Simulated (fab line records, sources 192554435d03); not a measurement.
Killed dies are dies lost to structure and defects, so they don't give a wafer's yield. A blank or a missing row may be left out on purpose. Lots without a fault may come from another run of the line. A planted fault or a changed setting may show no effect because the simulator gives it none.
fab line records | flow n5_finfet
record lots=5 wafers=15 last_day=17
route steps=1938 shown BEOL_M2@894
lots that met no fault: from a run of the same line without faults
start_h: hours from the record's first day to the start of the lot's first wafer shown | wait_h: hours since the lot's step before | " the same as in the row above | L1.1+2: a row that stands for several wafers | - no value, or no start given | * or withheld: withheld | < > ~ a bound
route shown NAME@n: a module of which the file shows steps, and the number in the route of the first | usual: mean/standard deviation of fault-free wafers | same: alike in all rows | chamber/n: place in a boat | sites: the reading at each site | _std_site: their standard deviation | _edge_site: outer sites' mean less inner sites' | radius_mm: how far each site lies from the wafer's centre | mask NAME#n: copy n | behind: the tool/chamber that last shaped the wafer | hold: why the lot was held/for how many hours/how that ended | device: the transistor (n, p or np) that didn't switch | end of line: the same wafers' tests at the end of the route | a step without rows: its recipe alone | killed: dies lost to structure and defects at the first sort, not the wafer's yield | map: a wafer's dies, x killed, . not, _ none there
set.NAME: the setting as run; set.NAME@STEP: as run at that earlier step | model.NAME: the simulator's own value behind a step, which no gauge read
lots at some steps of the route; a table a step, a row a wafer
services: from which hour (start_h, from the record's first day; less than 0 if before it) a tool's chamber was out of use, for how many hours, and why
## steps
# step N5_BEOL_M2_HM_STRIP_39
# recipe chemistry=peroxide_tin_strip material=TiN target_depth_a=250 temp_c=50 time_s=158
# columns lot.wafer tool chamber start_h wait_h
L074.2+3+6 wet_bench-05 5,6,3 142.94 0.0
L077.3+5+6 wet_bench-05 2,6,0 157.29 0.0
L090.1+4+6 wet_bench-01 2,1,6 231.30 0.0
L091.1+4+5 wet_bench-04 1,4,0 234.39 0.1
L095.1+5+6 wet_bench-01 3,5,4 261.33 0.0
# step N5_BEOL_M2_SRD_40
# recipe time_s=30 temp_c=23 rinse_liquid=diw dry=ipa_marangoni
# columns lot.wafer tool chamber start_h wait_h
L074.2+3+6 wet_bench-05 5,6,3 142.99 0.0
L077.3+5+6 wet_bench-05 2,6,0 157.35 0.0
L090.1+4+6 wet_bench-01 2,1,6 231.35 0.0
L091.1+4+5 wet_bench-04 1,4,0 234.44 0.0
L095.1+5+6 wet_bench-01 3,5,4 261.38 0.0
# step N5_BEOL_M2_PRECLEAN_42
# recipe chemistry=residue_remover time_s=60 temp_c=40
# columns lot.wafer tool chamber start_h wait_h
L074.2+3+6 wet_bench-05 5,6,3 143.00 0.0
L077.3+5+6 wet_bench-05 2,6,0 157.37 0.0
L090.1+4+6 wet_bench-01 2,1,6 231.37 0.0
L091.1+4+5 wet_bench-04 1,4,0 234.46 0.0
L095.1+5+6 wet_bench-01 3,5,4 261.39 0.0
# step N5_BEOL_M2_SRD_43
# recipe time_s=30 temp_c=23 rinse_liquid=diw dry=ipa_marangoni
# columns lot.wafer tool chamber start_h wait_h
L074.2+3+6 wet_bench-05 5,6,3 143.02 0.0
L077.3+5+6 wet_bench-05 2,6,0 157.39 0.0
L090.1+4+6 wet_bench-01 2,1,6 231.38 0.0
L091.1+4+5 wet_bench-04 1,4,0 234.47 0.0
L095.1+5+6 wet_bench-01 3,5,4 261.41 0.0
# step N5_BEOL_M2_CD_MEAS_35
# recipe target_cd_nm=18 target_cd_y_nm=22.2 polarity=opening
# usual cd_nm=18.0/0.33
# columns lot.wafer tool chamber start_h wait_h cd_nm
L074.2 cd_sem-03 - 143.06 0.0 17.8
L074.3 " - " " 17.7
L074.6 " - " " 17.9
L077.3 cd_sem-01 - 157.44 0.0 18.5
L077.5 " - " " 17.9
L077.6 " - " " 17.5
L090.1 cd_sem-01 - 231.42 0.0 17.9
L090.4 " - " " 17.7
L090.6 " - " " 18.1
L091.1 cd_sem-02 - 234.52 0.0 17.5
L091.4 " - " " 17.8
L091.5 " - " " 17.7
L095.1 cd_sem-02 - 261.45 0.0 18.5
L095.5 " - " " 18.4
L095.6 " - " " 18.5
# step N5_BEOL_M2_DEGAS_44
# recipe ambient=vacuum temp_c=250 time_s=60
# usual heater_power_w=335/27 susceptor_temp_C=250.02/0.16
# columns lot.wafer tool chamber start_h wait_h heater_power_w susceptor_temp_C
L074.2 pvd_sputter-02 - 143.69 0.6 325 250.33
L074.3 " - " " 334 249.93
L074.6 " - " " 338 249.76
L077.3 pvd_sputter-03 - 157.60 0.2 319 249.85
L077.5 " - " " 322 249.90
L077.6 " - " " 325 249.77
L090.1 pvd_sputter-01 - 231.75 0.3 326 249.73
L090.4 " - " " 321 250.09
L090.6 " - " " 329 250.20
L091.1 pvd_sputter-02 - 235.09 0.6 353 250.15
L091.4 " - " " 338 249.95
L091.5 " - " " 362 250.20
L095.1 pvd_sputter-01 - 261.71 0.3 317 249.83
L095.5 " - " " 345 249.87
L095.6 " - " " 329 250.05
# step N5_BEOL_M2_PRE_CLEAN_45
# recipe gas=H2/He time_s=30 temp_c=250
# usual heater_power_w=335/27 susceptor_temp_C=249.97/0.18
# columns lot.wafer tool chamber start_h wait_h heater_power_w susceptor_temp_C
L074.2 pvd_sputter-02 - 143.73 0.0 323 250.12
L074.3 " - " " 333 249.86
L074.6 " - " " 338 249.88
L077.3 pvd_sputter-03 - 157.64 0.0 319 250.16
L077.5 " - " " 320 249.87
L077.6 " - " " 330 249.48
L090.1 pvd_sputter-01 - 231.79 0.0 339 249.85
L090.4 " - " " 324 249.93
L090.6 " - " " 323 249.78
L091.1 pvd_sputter-02 - 235.13 0.0 357 249.77
L091.4 " - " " 330 250.11
L091.5 " - " " 357 250.03
L095.1 pvd_sputter-01 - 261.75 0.0 320 250.02
L095.5 " - " " 332 250.19
L095.6 " - " " 334 249.93
# step N5_BEOL_M2_ALD_84
# recipe material=TaN target_thk_a=* temp_c=275 ald_precursor_family=PDMAT ald_co_reactant=NH3 pressure_torr=3 carrier_flow_sccm=1500 pulse_time_s=2 purge_time_s=3 co_reactant_purge_time_s=2 co_reactant_pulse_time_s=3 ald_cycles=30 precursor_vessel_temp_c=75 precursor_vessel_pressure_torr=26.25 precursor_vessel_carrier_sccm=1000
# usual heater_power_w=419/45 susceptor_temp_C=275.03/0.19
# same co_reactant_pulse_time_s=3
# columns lot.wafer tool chamber start_h wait_h heater_power_w susceptor_temp_C
L074.2 ald_metal-01 2 143.79 0.0 506 275.04
L074.3 " 1 " " 380 275.20
L074.6 " 1 " " 376 275.02
L077.3 ald_metal-04 0 157.72 0.1 428 275.00
L077.5 " 2 " " 380 274.86
L077.6 " 3 " " 379 274.88
L090.1 ald_metal-01 1 231.87 0.1 385 274.90
L090.4 " 2 " " 502 274.80
L090.6 " 1 " " 385 275.03
L091.1 ald_metal-01 2 235.39 0.2 495 274.90
L091.4 " 2 " " 511 275.00
L091.5 " 0 " " 398 275.08
L095.1 ald_metal-04 1 261.81 0.0 455 274.85
L095.5 " 2 " " 380 274.59
L095.6 " 1 " " 452 274.75
# step N5_BEOL_M2_SURFACE_TREAT_85
# recipe gas=Ar time_s=* ion_energy_ev=* ion_current_ma_cm2=0.5 pressure_mtorr=* ar_flow_sccm=30
# usual throttle_valve_pct=*
# columns lot.wafer tool chamber start_h wait_h throttle_valve_pct
L074.2 pvd_sputter-01 - 144.05 0.2 *
L074.3 " - " " *
L074.6 " - " " *
L077.3 pvd_sputter-02 - 157.99 0.2 *
L077.5 " - " " *
L077.6 " - " " *
L090.1 pvd_sputter-01 - 232.16 0.2 *
L090.4 " - " " *
L090.6 " - " " *
L091.1 pvd_sputter-01 - 235.78 0.3 *
L091.4 " - " " *
L091.5 " - " " *
L095.1 pvd_sputter-01 - 262.10 0.2 *
L095.5 " - " " *
L095.6 " - " " *
# step N5_BEOL_M2_CVD_47
# recipe material=Co target_thk_a=30 temp_c=withheld precursor=CCTBA/H2 pressure_torr=30 time_s=223.8
# columns lot.wafer tool chamber start_h wait_h
L074.2+3+6 cvd_co-02 1,0,1 144.11 0.0
L077.3+5+6 cvd_co-02 0,0,1 158.07 0.1
L090.1+4+6 cvd_co-02 1,0,1 232.23 0.0
L091.1+4+5 cvd_co-01 0,1,1 235.85 0.1
L095.1+5+6 cvd_co-02 2,2,1 262.24 0.1
# step N5_BEOL_M2_SPUTTER_48
# recipe material=Cu target_thk_a=45 temp_c=-20 chamber_pressure_pa=0.07 power_w=withheld time_s=8.29
# usual susceptor_temp_C=-20.00/0.098 throttle_valve_pct=30.1/1.1
# columns lot.wafer tool chamber start_h wait_h susceptor_temp_C throttle_valve_pct
L074.2 pvd_sputter-01 - 144.34 0.2 -20.03 29.7
L074.3 " - " " -20.08 31.6
L074.6 " - " " -19.94 29.7
L077.3 pvd_sputter-02 - 158.35 0.2 -19.91 31.2
L077.5 " - " " -20.07 31.3
L077.6 " - " " -19.84 31.2
L090.1 pvd_sputter-01 - 232.42 0.1 -19.98 28.9
L090.4 " - " " -20.15 30.7
L090.6 " - " " -19.94 29.6
L091.1 pvd_sputter-01 - 236.26 0.3 -20.10 31.2
L091.4 " - " " -19.92 30.0
L091.5 " - " " -20.06 31.5
L095.1 pvd_sputter-01 - 262.40 0.1 -19.93 31.1
L095.5 " - " " -19.94 30.0
L095.6 " - " " -20.14 31.4
# step N5_BEOL_M2_ANNEAL_49
# recipe temp_c=400 time_s=240 ambient=vacuum
# usual heater_power_w=845/69 susceptor_temp_C=400.01/0.23
# columns lot.wafer tool chamber start_h wait_h heater_power_w susceptor_temp_C
L074.2 pvd_sputter-01 - 144.42 0.0 813 399.94
L074.3 " - " " 827 400.31
L074.6 " - " " 791 399.77
L077.3 pvd_sputter-02 - 158.43 0.0 914 400.06
L077.5 " - " " 849 400.10
L077.6 " - " " 891 400.04
L090.1 pvd_sputter-01 - 232.50 0.0 805 400.06
L090.4 " - " " 781 400.19
L090.6 " - " " 787 399.96
L091.1 pvd_sputter-01 - 236.34 0.0 766 400.37
L091.4 " - " " 814 400.39
L091.5 " - " " 838 400.11
L095.1 pvd_sputter-01 - 262.48 0.0 784 400.06
L095.5 " - " " 806 399.95
L095.6 " - " " 860 400.38
# step N5_BEOL_M2_SPUTTER_79
# recipe material=Cu target_thk_a=45 temp_c=-20 chamber_pressure_pa=0.07 power_w=withheld time_s=8.29
# usual susceptor_temp_C=-20.00/0.094 throttle_valve_pct=30.1/1.1
# columns lot.wafer tool chamber start_h wait_h susceptor_temp_C throttle_valve_pct
L074.2 pvd_sputter-01 - 144.56 0.1 -20.05 29.7
L074.3 " - " " -19.98 31.6
L074.6 " - " " -19.97 29.8
L077.3 pvd_sputter-02 - 158.57 0.1 -20.10 31.1
L077.5 " - " " -19.97 31.3
L077.6 " - " " -19.89 31.0
L090.1 pvd_sputter-01 - 232.64 0.1 -19.97 28.8
L090.4 " - " " -19.91 31.1
L090.6 " - " " -19.97 29.8
L091.1 pvd_sputter-01 - 236.48 0.1 -19.97 31.0
L091.4 " - " " -20.03 29.9
L091.5 " - " " -19.95 31.5
L095.1 pvd_sputter-01 - 262.62 0.1 -20.03 30.8
L095.5 " - " " -19.93 29.8
L095.6 " - " " -20.00 31.6
# step N5_BEOL_M2_ANNEAL_80
# recipe temp_c=400 time_s=240 ambient=vacuum
# usual heater_power_w=845/71 susceptor_temp_C=399.98/0.2
# columns lot.wafer tool chamber start_h wait_h heater_power_w susceptor_temp_C
L074.2 pvd_sputter-01 - 144.64 0.0 775 400.06
L074.3 " - " " 833 399.69
L074.6 " - " " 782 399.94
L077.3 pvd_sputter-02 - 158.65 0.0 877 400.05
L077.5 " - " " 832 400.03
L077.6 " - " " 889 400.18
L090.1 pvd_sputter-01 - 232.72 0.0 814 399.79
L090.4 " - " " 761 400.04
L090.6 " - " " 792 400.04
L091.1 pvd_sputter-01 - 236.56 0.0 753 400.09
L091.4 " - " " 780 400.55
L091.5 " - " " 811 399.93
L095.1 pvd_sputter-01 - 262.70 0.0 772 399.92
L095.5 " - " " 787 399.91
L095.6 " - " " 840 399.75
# step N5_BEOL_M2_SPUTTER_81
# recipe material=Cu target_thk_a=45 temp_c=-20 chamber_pressure_pa=0.07 power_w=withheld time_s=8.29
# usual susceptor_temp_C=-20.01/0.1 throttle_valve_pct=30.1/1.1
# columns lot.wafer tool chamber start_h wait_h susceptor_temp_C throttle_valve_pct
L074.2 pvd_sputter-01 - 144.78 0.1 -20.00 29.9
L074.3 " - " " -20.03 31.6
L074.6 " - " " -19.98 30.0
L077.3 pvd_sputter-02 - 158.79 0.1 -19.99 31.1
L077.5 " - " " -20.00 31.3
L077.6 " - " " -19.99 31.1
L090.1 pvd_sputter-01 - 232.86 0.1 -19.96 28.7
L090.4 " - " " -19.75 30.8
L090.6 " - " " -20.30 29.8
L091.1 pvd_sputter-01 - 236.70 0.1 -20.00 30.9
L091.4 " - " " -19.84 30.1
L091.5 " - " " -20.08 31.7
L095.1 pvd_sputter-01 - 262.84 0.1 -20.03 31.0
L095.5 " - " " -19.80 29.6
L095.6 " - " " -19.97 31.6
# step N5_BEOL_M2_ANNEAL_82
# recipe temp_c=400 time_s=240 ambient=vacuum
# usual heater_power_w=845/71 susceptor_temp_C=400.01/0.22
# columns lot.wafer tool chamber start_h wait_h heater_power_w susceptor_temp_C
L074.2 pvd_sputter-01 - 144.86 0.0 777 400.18
L074.3 " - " " 821 399.69
L074.6 " - " " 785 399.95
L077.3 pvd_sputter-02 - 158.87 0.0 907 399.76
L077.5 " - " " 830 399.85
L077.6 " - " " 892 400.02
L090.1 pvd_sputter-01 - 232.94 0.0 831 400.15
L090.4 " - " " 774 400.05
L090.6 " - " " 793 399.91
L091.1 pvd_sputter-01 - 236.78 0.0 765 399.72
L091.4 " - " " 809 399.95
L091.5 " - " " 802 399.95
L095.1 pvd_sputter-01 - 262.92 0.0 758 400.05
L095.5 " - " " 792 400.42
L095.6 " - " " 826 400.24
# step N5_BEOL_M2_SPUTTER_86
# recipe material=Cu target_thk_a=45 temp_c=-20 chamber_pressure_pa=0.07 power_w=withheld time_s=8.29
# usual susceptor_temp_C=-20.00/0.097 throttle_valve_pct=30.1/1.1
# columns lot.wafer tool chamber start_h wait_h susceptor_temp_C throttle_valve_pct
L074.2 pvd_sputter-01 - 145.00 0.1 -19.98 29.9
L074.3 " - " " -20.11 31.7
L074.6 " - " " -19.93 29.6
L077.3 pvd_sputter-02 - 159.01 0.1 -20.24 31.0
L077.5 " - " " -20.06 31.2
L077.6 " - " " -20.10 31.3
L090.1 pvd_sputter-01 - 233.08 0.1 -20.03 28.9
L090.4 " - " " -19.99 30.9
L090.6 " - " " -19.94 29.8
L091.1 pvd_sputter-01 - 236.92 0.1 -20.05 30.7
L091.4 " - " " -19.91 30.0
L091.5 " - " " -19.81 31.9
L095.1 pvd_sputter-01 - 263.06 0.1 -20.03 31.0
L095.5 " - " " -20.02 29.8
L095.6 " - " " -19.88 31.5
# step N5_BEOL_M2_ANNEAL_87
# recipe temp_c=400 time_s=240 ambient=vacuum
# usual heater_power_w=843/70 susceptor_temp_C=400.00/0.21
# columns lot.wafer tool chamber start_h wait_h heater_power_w susceptor_temp_C
L074.2 pvd_sputter-01 - 145.08 0.0 800 399.92
L074.3 " - " " 831 399.86
L074.6 " - " " 786 399.86
L077.3 pvd_sputter-02 - 159.09 0.0 894 400.12
L077.5 " - " " 859 399.82
L077.6 " - " " 881 400.01
L090.1 pvd_sputter-01 - 233.16 0.0 810 399.89
L090.4 " - " " 781 399.78
L090.6 " - " " 782 399.99
L091.1 pvd_sputter-01 - 237.00 0.0 777 399.87
L091.4 " - " " 802 400.21
L091.5 " - " " 817 399.91
L095.1 pvd_sputter-01 - 263.14 0.0 763 400.00
L095.5 " - " " 782 400.30
L095.6 " - " " 843 399.96
# step N5_BEOL_M2_SPUTTER_88
# recipe material=Cu target_thk_a=45 temp_c=-20 chamber_pressure_pa=0.07 power_w=withheld time_s=8.29
# usual susceptor_temp_C=-20.01/0.1 throttle_valve_pct=30.2/1.1
# columns lot.wafer tool chamber start_h wait_h susceptor_temp_C throttle_valve_pct
L074.2 pvd_sputter-01 - 145.22 0.1 -20.10 29.8
L074.3 " - " " -20.22 31.4
L074.6 " - " " -20.21 29.7
L077.3 pvd_sputter-02 - 159.23 0.1 -19.97 30.8
L077.5 " - " " -20.11 31.1
L077.6 " - " " -20.04 31.1
L090.1 pvd_sputter-01 - 233.30 0.1 -19.97 28.8
L090.4 " - " " -19.83 30.7
L090.6 " - " " -20.07 30.0
L091.1 pvd_sputter-01 - 237.14 0.1 -20.17 31.0
L091.4 " - " " -20.08 29.8
L091.5 " - " " -19.94 31.6
L095.1 pvd_sputter-01 - 263.28 0.1 -20.11 31.0
L095.5 " - " " -20.05 29.8
L095.6 " - " " -19.92 31.8
# step N5_BEOL_M2_ANNEAL_89
# recipe temp_c=400 time_s=240 ambient=vacuum
# usual heater_power_w=842/68 susceptor_temp_C=400.02/0.22
# columns lot.wafer tool chamber start_h wait_h heater_power_w susceptor_temp_C
L074.2 pvd_sputter-01 - 145.30 0.0 792 399.86
L074.3 " - " " 830 400.03
L074.6 " - " " 784 399.90
L077.3 pvd_sputter-02 - 159.31 0.0 879 399.71
L077.5 " - " " 831 400.22
L077.6 " - " " 885 399.89
L090.1 pvd_sputter-01 - 233.38 0.0 839 400.00
L090.4 " - " " 768 400.06
L090.6 " - " " 814 400.20
L091.1 pvd_sputter-01 - 237.22 0.0 759 400.51
L091.4 " - " " 801 400.25
L091.5 " - " " 837 400.02
L095.1 pvd_sputter-01 - 263.36 0.0 780 399.81
L095.5 " - " " 788 399.94
L095.6 " - " " 823 399.98
# step N5_BEOL_M2_SPUTTER_90
# recipe material=Cu target_thk_a=45 temp_c=-20 chamber_pressure_pa=0.07 power_w=withheld time_s=8.29
# usual susceptor_temp_C=-20.00/0.1 throttle_valve_pct=30.2/1.1
# columns lot.wafer tool chamber start_h wait_h susceptor_temp_C throttle_valve_pct
L074.2 pvd_sputter-01 - 145.44 0.1 -20.11 30.2
L074.3 " - " " -20.14 31.6
L074.6 " - " " -20.11 30.0
L077.3 pvd_sputter-02 - 159.45 0.1 -19.97 31.4
L077.5 " - " " -20.16 31.4
L077.6 " - " " -19.94 31.0
L090.1 pvd_sputter-01 - 233.52 0.1 -20.04 28.5
L090.4 " - " " -20.00 30.8
L090.6 " - " " -20.22 29.9
L091.1 pvd_sputter-01 - 237.36 0.1 -20.05 31.2
L091.4 " - " " -20.11 29.9
L091.5 " - " " -19.83 31.8
L095.1 pvd_sputter-01 - 263.50 0.1 -20.04 31.0
L095.5 " - " " -20.05 30.1
L095.6 " - " " -20.16 31.5
# step N5_BEOL_M2_ANNEAL_91
# recipe temp_c=400 time_s=240 ambient=vacuum
# usual heater_power_w=844/69 susceptor_temp_C=400.01/0.21
# columns lot.wafer tool chamber start_h wait_h heater_power_w susceptor_temp_C
L074.2 pvd_sputter-01 - 145.52 0.0 775 399.61
L074.3 " - " " 857 400.14
L074.6 " - " " 780 399.89
L077.3 pvd_sputter-02 - 159.53 0.0 876 400.04
L077.5 " - " " 827 400.09
L077.6 " - " " 902 399.70
L090.1 pvd_sputter-01 - 233.60 0.0 818 400.12
L090.4 " - " " 744 400.28
L090.6 " - " " 780 399.97
L091.1 pvd_sputter-01 - 237.44 0.0 763 399.99
L091.4 " - " " 804 400.34
L091.5 " - " " 841 400.36
L095.1 pvd_sputter-01 - 263.58 0.0 756 400.06
L095.5 " - " " 787 400.40
L095.6 " - " " 815 400.29
# step N5_BEOL_M2_SPUTTER_92
# recipe material=Cu target_thk_a=45 temp_c=-20 chamber_pressure_pa=0.07 power_w=withheld time_s=8.29
# usual susceptor_temp_C=-19.99/0.12 throttle_valve_pct=30.1/1.1
# columns lot.wafer tool chamber start_h wait_h susceptor_temp_C throttle_valve_pct
L074.2 pvd_sputter-01 - 145.66 0.1 -20.01 29.9
L074.3 " - " " -19.92 31.5
L074.6 " - " " -19.86 30.0
L077.3 pvd_sputter-02 - 159.67 0.1 -19.91 31.0
L077.5 " - " " -19.91 31.2
L077.6 " - " " -20.02 31.4
L090.1 pvd_sputter-01 - 233.74 0.1 -20.01 28.9
L090.4 " - " " -20.10 30.6
L090.6 " - " " -20.13 30.0
L091.1 pvd_sputter-01 - 237.58 0.1 -20.04 31.1
L091.4 " - " " -19.89 30.0
L091.5 " - " " -20.02 31.3
L095.1 pvd_sputter-01 - 263.72 0.1 -20.05 30.9
L095.5 " - " " -19.84 29.9
L095.6 " - " " -20.08 31.7
# step N5_BEOL_M2_ANNEAL_93
# recipe temp_c=400 time_s=240 ambient=vacuum
# usual heater_power_w=844/69 susceptor_temp_C=400.01/0.21
# columns lot.wafer tool chamber start_h wait_h heater_power_w susceptor_temp_C
L074.2 pvd_sputter-01 - 145.74 0.0 791 399.88
L074.3 " - " " 861 400.11
L074.6 " - " " 799 399.89
L077.3 pvd_sputter-02 - 159.75 0.0 897 400.06
L077.5 " - " " 855 399.91
L077.6 " - " " 855 400.05
L090.1 pvd_sputter-01 - 233.82 0.0 827 399.90
L090.4 " - " " 766 400.31
L090.6 " - " " 803 400.48
L091.1 pvd_sputter-01 - 237.66 0.0 758 400.14
L091.4 " - " " 794 399.78
L091.5 " - " " 819 400.01
L095.1 pvd_sputter-01 - 263.80 0.0 760 399.59
L095.5 " - " " 764 400.02
L095.6 " - " " 832 400.02
# step N5_BEOL_M2_SPUTTER_94
# recipe material=Cu target_thk_a=45 temp_c=-20 chamber_pressure_pa=0.07 power_w=withheld time_s=8.29
# usual susceptor_temp_C=-19.98/0.1 throttle_valve_pct=30.2/1.1
# columns lot.wafer tool chamber start_h wait_h susceptor_temp_C throttle_valve_pct
L074.2 pvd_sputter-01 - 145.88 0.1 -19.86 30.0
L074.3 " - " " -19.90 31.5
L074.6 " - " " -19.88 29.7
L077.3 pvd_sputter-02 - 159.89 0.1 -19.91 31.3
L077.5 " - " " -19.83 31.4
L077.6 " - " " -19.97 31.1
L090.1 pvd_sputter-01 - 233.96 0.1 -19.82 28.7
L090.4 " - " " -19.99 30.9
L090.6 " - " " -19.98 29.8
L091.1 pvd_sputter-01 - 237.80 0.1 -20.16 31.1
L091.4 " - " " -20.06 29.7
L091.5 " - " " -19.81 31.6
L095.1 pvd_sputter-01 - 263.94 0.1 -19.96 31.0
L095.5 " - " " -19.90 29.8
L095.6 " - " " -19.99 31.6
# step N5_BEOL_M2_ANNEAL_95
# recipe temp_c=400 time_s=240 ambient=vacuum
# usual heater_power_w=845/71 susceptor_temp_C=399.98/0.22
# columns lot.wafer tool chamber start_h wait_h heater_power_w susceptor_temp_C
L074.2 pvd_sputter-01 - 145.96 0.0 793 399.88
L074.3 " - " " 840 400.08
L074.6 " - " " 806 399.94
L077.3 pvd_sputter-02 - 159.97 0.0 889 399.97
L077.5 " - " " 843 400.27
L077.6 " - " " 878 400.28
L090.1 pvd_sputter-01 - 234.04 0.0 829 399.58
L090.4 " - " " 743 399.94
L090.6 " - " " 792 399.92
L091.1 pvd_sputter-01 - 237.88 0.0 775 399.95
L091.4 " - " " 787 399.78
L091.5 " - " " 831 399.96
L095.1 pvd_sputter-01 - 264.02 0.0 786 400.06
L095.5 " - " " 794 399.41
L095.6 " - " " 820 400.16
# step N5_BEOL_M2_SPUTTER_96
# recipe material=Cu target_thk_a=45 temp_c=-20 chamber_pressure_pa=0.07 power_w=withheld time_s=8.29
# usual susceptor_temp_C=-19.99/0.11 throttle_valve_pct=30.1/1.1
# columns lot.wafer tool chamber start_h wait_h susceptor_temp_C throttle_valve_pct
L074.2 pvd_sputter-01 - 146.10 0.1 -19.96 29.7
L074.3 " - " " -19.86 31.6
L074.6 " - " " -19.99 29.9
L077.3 pvd_sputter-02 - 160.11 0.1 -19.88 31.1
L077.5 " - " " -20.12 31.3
L077.6 " - " " -19.90 31.2
L090.1 pvd_sputter-01 - 234.18 0.1 -19.84 28.4
L090.4 " - " " -20.12 30.9
L090.6 " - " " -19.87 30.0
L091.1 pvd_sputter-01 - 238.02 0.1 -19.84 31.1
L091.4 " - " " -19.92 29.8
L091.5 " - " " -20.07 31.8
L095.1 pvd_sputter-01 - 264.16 0.1 -19.99 30.9
L095.5 " - " " -19.98 29.9
L095.6 " - " " -20.04 31.6
# step N5_BEOL_M2_ECD_50
# recipe material=Cu target_thk_a=3000
# columns lot.wafer tool chamber start_h wait_h
L074.2+3+6 ecd_cu-01 0,1,1 146.22 0.1
L077.3+5+6 ecd_cu-02 1,1,0 160.25 0.1
L090.1+4+6 ecd_cu-01 1,0,1 234.30 0.1
L091.1+4+5 ecd_cu-01 0,1,0 238.14 0.1
L095.1+5+6 ecd_cu-01 0,0,1 264.28 0.1
# step N5_BEOL_M2_ANNEAL_51
# recipe temp_c=225 time_s=90 ambient=N2
# usual anneal_temp_c_max=226.3/0.39 wafer_temp_C_max=226.4/0.41
# columns lot.wafer tool chamber start_h wait_h anneal_temp_c_max wafer_temp_C_max
L074.2 rtp_anneal-01 0 146.34 0.1 226.2 227.2
L074.3 " 0 " " 226.3 226.0
L074.6 " 0 " " 225.9 227.0
L077.3 rtp_anneal-01 0 160.40 0.1 226.0 227.1
L077.5 " 0 " " 226.2 226.5
L077.6 " 0 " " 226.0 227.4
L090.1 rtp_anneal-01 0 234.38 0.1 225.8 226.9
L090.4 " 0 " " 226.0 227.3
L090.6 " 0 " " 226.3 226.7
L091.1 rtp_anneal-01 0 238.21 0.1 226.1 227.0
L091.4 " 0 " " 226.1 226.5
L091.5 " 0 " " 225.8 226.0
L095.1 rtp_anneal-02 0 264.36 0.1 226.5 225.7
L095.5 " 0 " " 226.8 225.6
L095.6 " 0 " " 226.8 226.0
# step N5_BEOL_M2_CMP_52
# recipe stop_on=SiOC t_overpolish_s=6.8 down_force_psi=1 platen_rpm=50 clearing_platen_down_force_psi=1.5 clearing_platen_rpm=50 post_cmp_clean=cu_alkaline target_thk_nm=40 clearing_platen_pad_velocity_m_s=0.99484 pad_velocity_m_s=0.99484
# usual barrier_field_endpoint_s=24.8/0.67 edge_zone_pressure_frac=1.000/0.0053 motor_current_A=6.1/0.63 overpolish_run_s=6.801/0.0089 slurry_flow_ml_min=150.1/0.47 time_to_endpoint_s=62/3.4
# same t_overpolish_s=6.8
# columns lot.wafer tool chamber start_h wait_h barrier_field_endpoint_s edge_zone_pressure_frac motor_current_A overpolish_run_s slurry_flow_ml_min time_to_endpoint_s
L074.3 cmp-03 3 146.59 0.2 24.7 0.996 7.6 6.807 150.8 62
L074.2 " 0 " " 24.8 0.996 5.8 6.800 150.2 63
L074.6 " 0 " " 25.0 1.004 5.8 6.792 150.5 61
L077.3 cmp-03 0 160.60 0.2 25.6 1.008 5.6 6.788 150.0 66
L077.5 " 0 " " 25.9 1.011 5.9 6.791 151.0 66
L077.6 " 1 " " 26.1 1.006 5.3 6.805 150.4 67
L090.4 cmp-03 3 234.71 0.2 25.1 0.997 7.4 6.809 150.1 60
L090.1 " 0 " " 24.7 0.999 5.6 6.789 149.9 63
L090.6 " 2 " " 24.7 1.003 6.4 6.804 149.7 60
L091.1 cmp-03 3 238.51 0.3 24.3 0.995 7.7 6.791 149.6 61
L091.4 " 1 " " 25.1 1.002 5.3 6.805 149.1 65
L091.5 " 3 " " 25.2 0.999 7.4 6.789 150.2 65
L095.1 cmp-04 2 264.74 0.3 24.1 0.991 5.7 6.796 149.7 59
L095.6 " 2 " " 25.0 0.994 6.1 6.798 150.2 61
L095.5 " 3 " " 24.8 0.995 5.4 6.820 150.1 60
# step N5_BEOL_M2_THK_MEAS_53
# recipe thk_meas_gauge=xrf reads=Cu_of_BEOL_M2_ECD_50
# usual M2_THK=39.6/1.5
# columns lot.wafer tool chamber start_h wait_h M2_THK[nm]
L074.2 film_metro-02 - 146.89 - 40.7
L074.3 " - " " 40.5
L074.6 " - " " 40.3
L077.3 film_metro-01 - 160.90 - 38.8
L077.5 " - " " 41.0
L077.6 " - " " 40.5
L090.1 film_metro-02 - 234.97 - 40.6
L090.4 " - " " 40.2
L090.6 " - " " 38.6
L091.1 film_metro-01 - 238.81 - 36.8
L091.4 " - " " 40.7
L091.5 " - " " 39.7
L095.1 film_metro-02 - 265.03 - 36.9
L095.5 " - " " 41.5
L095.6 " - " " 37.6
# step N5_BEOL_M2_PRE_CLEAN_60
# recipe gas=NH3/H2 time_s=15 temp_c=* rf_power_w=300
# usual heater_power_w=91/31 susceptor_temp_C=*
# columns lot.wafer tool chamber start_h wait_h heater_power_w susceptor_temp_C
L074.2 cvd_co-01 0 146.93 0.0 99 *
L074.3 " 2 " " 44 *
L074.6 " 1 " " 102 *
L077.3 cvd_co-01 0 160.95 0.1 101 *
L077.5 " 1 " " 103 *
L077.6 " 2 " " 43 *
L090.1 cvd_co-01 1 235.01 0.0 105 *
L090.4 " 1 " " 107 *
L090.6 " 1 " " 106 *
L091.1 cvd_co-02 2 238.84 0.0 56 *
L091.4 " 1 " " 140 *
L091.5 " 2 " " 56 *
L095.1 cvd_co-02 1 265.07 0.0 141 *
L095.5 " 1 " " 140 *
L095.6 " 0 " " 85 *
## services
# columns tool chamber start_h hours kind
ald_metal-04 1 121.29 10.6 repair
cmp-03 - 135.41 4.0 pm
ald_metal-04 - 138.31 2.8 pm
cmp-03 - 139.41 - consumable_replace:conditioner
cmp-03 - 139.41 - consumable_replace:pad
cmp-04 - 145.63 1.0 repair
cvd_co-02 - 145.64 0.6 repair
ald_metal-01 - 147.30 0.9 repair
cmp-04 - 154.06 1.0 repair
ecd_cu-01 - 181.93 0.8 repair
ald_metal-01 2 189.20 28.2 repair
cmp-04 - 191.97 1.2 repair
ald_metal-01 - 203.70 0.3 repair
ald_metal-04 - 218.32 1.2 pm
cmp-04 - 222.71 5.0 pm
cvd_co-01 2 231.54 18.0 repair
wet_bench-05 - 231.98 3.0 repair
ald_metal-04 1 244.04 - calibration
## key
fault none
